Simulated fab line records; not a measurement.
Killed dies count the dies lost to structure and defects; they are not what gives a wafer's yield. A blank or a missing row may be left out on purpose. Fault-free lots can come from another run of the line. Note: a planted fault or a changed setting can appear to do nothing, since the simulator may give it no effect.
Which tool is to blame? -- flow nand_harc -- 14 lots with 42 wafers sampled at 4 steps, on a route of 1302 steps

WHAT THE GAUGES SHOWED, per wafer
NHARC_P_STI_INSPECT_25. Usual: 210 for raw_defect_count, sd 84.
lot,measured,on,raw_defect_count,flag
L926,day 3 23:02,defect_inspect-01,312 243 193,
L929,day 5 06:51,defect_inspect-01,266 223 115,
L930,day 5 17:33,defect_inspect-01,155 365 141,
L931,day 6 08:35,defect_inspect-02,215 244 229,
L932,day 6 13:18,defect_inspect-01,201 265 187,
L933,day 6 19:04,defect_inspect-01,203 142 105,
L939,day 10 03:34,defect_inspect-01,366 272 343,
L941,day 10 03:34,defect_inspect-02,102 98 108,
L942,day 10 16:50,defect_inspect-01,236 151 212,
L944,day 11 11:13,defect_inspect-02,162 160 160,
L946,day 12 03:56,defect_inspect-02,181 77 142,
L947,day 12 14:01,defect_inspect-02,226 192 149,
L948,day 13 01:25,defect_inspect-02,247 249 193,
L949,day 13 12:34,defect_inspect-02,761 242 180,

WHAT TOOL EACH LOT RAN ON (gives the tool, then ch and the chambers of the sampled wafers, and finally the start)
lot,NHARC_P_ZERO_WELL_RTA_42,NHARC_P_STI_ETCH_42,NHARC_P_STI_OXIDE_40
L926,"rtp_anneal-01 ch 0, day 2 02:56","rie_diel-12 ch 1,2,3, day 2 20:34","furnace-05 ch 0, day 3 19:00"
L929,"rtp_anneal-01 ch 0, day 3 08:49","rie_diel-12 ch 1,2,3, day 4 02:35","furnace-01 ch 0, day 5 02:47"
L930,"rtp_anneal-01 ch 0, day 3 20:20","rie_diel-12 ch 1,2, day 4 12:53","furnace-07 ch 0, day 5 13:29"
L931,"rtp_anneal-01 ch 0, day 4 05:08","rie_diel-06 ch 0,1, day 5 02:04","furnace-01 ch 0, day 6 04:30"
L932,"rtp_anneal-02 ch 0, day 4 15:14","rie_diel-11 ch 1,2,3, day 5 10:21","furnace-05, day 6 09:16"
L933,"rtp_anneal-02 ch 0, day 5 01:07","rie_diel-11 ch 0,1,2, day 5 17:12","furnace-07, day 6 15:01"
L939,"rtp_anneal-02 ch 0, day 7 14:10","rie_diel-11 ch 0,3, day 8 08:47","furnace-05 ch 0, day 9 23:30"
L941,"rtp_anneal-02 ch 0, day 8 08:47","rie_diel-06 ch 0,1,3, day 9 02:09","furnace-05 ch 0, day 9 23:30"
L942,"rtp_anneal-01 ch 0, day 8 19:13","rie_diel-11 ch 0,2,3, day 9 10:50","furnace-07 ch 0, day 10 12:45"
L944,"rtp_anneal-02 ch 0, day 9 15:08","rie_diel-12 ch 1,2, day 10 07:21","furnace-05 ch 0, day 11 07:07"
L946,"rtp_anneal-02 ch 0, day 10 13:03","rie_diel-11 ch 0,1,2, day 11 05:23","furnace-01 ch 0, day 11 23:52"
L947,"rtp_anneal-01 ch 0, day 10 21:01","rie_diel-12 ch 0,2,3, day 11 12:25","furnace-07 ch 0, day 12 09:55"
L948,"rtp_anneal-02 ch 0, day 11 07:00","rie_diel-06 ch 0,1, day 11 23:11","furnace-07 ch 0, day 12 21:20"
L949,"rtp_anneal-02 ch 0, day 11 16:58","rie_diel-06 ch 2,3, day 12 11:07","furnace-05 ch 0, day 13 08:31"
- NHARC_P_ZERO_WELL_RTA_42: time 300 s.
- NHARC_P_STI_ETCH_42: etches the open film in N2/H2, target depth 80 nm, overetch 24 nm, time 61 s.
- NHARC_P_STI_OXIDE_40: material SiO2, target thk 10 nm, ox time 1362 s.

WHAT THE TOOLS THEMSELVES READ (means of the sampled wafers that have a number; where no wafer has one, the mark that the record gives instead)
NHARC_P_ZERO_WELL_RTA_42. Usual: lamp_power_pct 36.1 %, standard deviation 1.6; lamp_zone_5_pct 36.1 %, standard deviation 1.6; lamp_zone_6_pct 36.1 %, standard deviation 1.6; wafer_temp_C_max 1104.0, standard deviation 0.86.
lot,tool,lamp_power_pct (%),lamp_zone_5_pct (%),lamp_zone_6_pct (%),wafer_temp_C_max,flag
L926,rtp_anneal-01,34.3,34.2,34.2,1103.9,
L929,rtp_anneal-01,34.2,34.2,34.2,1104.1,
L930,rtp_anneal-01,34.0,34.0,34.0,1105.0,
L931,rtp_anneal-01,34.1,34.1,34.1,1102.8,
L932,rtp_anneal-02,37.5,37.5,37.4,1105.2,
L933,rtp_anneal-02,37.5,37.5,37.4,1104.8,
L939,rtp_anneal-02,37.5,37.5,37.5,1104.1,
L941,rtp_anneal-02,37.5,37.5,37.4,1103.3,
L942,rtp_anneal-01,34.2,34.2,34.2,1103.2,
L944,rtp_anneal-02,37.5,37.5,37.4,1104.5,
L946,rtp_anneal-02,37.4,37.4,37.3,1103.9,
L947,rtp_anneal-01,34.2,34.2,34.2,1103.5,
L948,rtp_anneal-02,37.5,37.5,37.5,1103.8,
L949,rtp_anneal-02,37.5,37.5,37.5,1103.4,

NHARC_P_STI_ETCH_42. Usual: drypump_motor_current_A 5.5 A, standard deviation 0.44; oes_product_au 1.002 a.u., standard deviation 0.0072; rf_vpp_V 429.5 V, standard deviation 2.4; showerhead_plenum_p_Torr 2.00 Torr, standard deviation 0.081; throttle_valve_pct 14.171 %, standard deviation 0.009.
lot,tool,drypump_motor_current_A (A),oes_product_au (a.u.),rf_vpp_V (V),showerhead_plenum_p_Torr (Torr),throttle_valve_pct (%),flag
L926,rie_diel-12,5.8,1.000,429.1,2.02,14.173,
L929,rie_diel-12,5.8,1.000,429.9,2.02,14.165,
L930,rie_diel-12,5.8,0.990,429.9,2.03,14.172,
L931,rie_diel-06,5.8,1.005,428.3,1.98,14.170,
L932,rie_diel-11,5.3,1.003,429.8,2.03,14.178,
L933,rie_diel-11,5.1,1.005,431.5,2.06,14.170,
L939,rie_diel-11,5.1,1.012,432.3,2.09,14.175,
L941,rie_diel-06,5.6,1.000,428.2,1.96,14.168,
L942,rie_diel-11,5.4,1.016,430.0,2.02,14.174,
L944,rie_diel-12,5.8,1.001,430.0,2.02,14.169,
L946,rie_diel-11,5.1,1.001,430.7,2.05,14.176,
L947,rie_diel-12,5.6,1.005,429.5,1.98,14.173,
L948,rie_diel-06,5.8,0.998,428.6,1.98,14.166,
L949,rie_diel-06,5.0,0.998,428.6,1.95,14.171,

NHARC_P_STI_OXIDE_40. Usual: 900.1 C for ox_temp_c, sd 0.38.
lot,tool,ox_temp_c (C),flag
L926,furnace-05,900.2,
L929,furnace-01,900.1,
L930,furnace-07,900.0,
L931,furnace-01,900.2,
L932,furnace-05,-,OFF
L933,furnace-07,-,OFF
L939,furnace-05,900.4,
L941,furnace-05,900.3,
L942,furnace-07,900.3,
L944,furnace-05,900.1,
L946,furnace-01,900.5,
L947,furnace-07,900.0,
L948,furnace-07,900.2,
L949,furnace-05,900.5,

THE ANSWER, worked out from the rows above alone
Rule: a lot is off if the mean of its wafers that have a number lies more than 3 standard deviations from the usual mean. Also off: a lot with no number at a reading for which 4 or more lots have one. Any other lot the step has rows for is counted as sound. After the gauges, taken in route order, come the tools' own readings; for these a lot's mean is taken, as printed above. At the first step where some lot is off, the reading lying furthest off is the one used; lots without a number count as furthest.
Off: L932, L933 (NHARC_P_STI_OXIDE_40, ox_temp_c). Without a number there: L932, L933.
A tool fits if, at that step or a process step before it, it ran every lot that is off, and no sound lot after the first of them. None of those tried fits.

WHAT HAD BEEN PUT IN BY THE SIMULATOR
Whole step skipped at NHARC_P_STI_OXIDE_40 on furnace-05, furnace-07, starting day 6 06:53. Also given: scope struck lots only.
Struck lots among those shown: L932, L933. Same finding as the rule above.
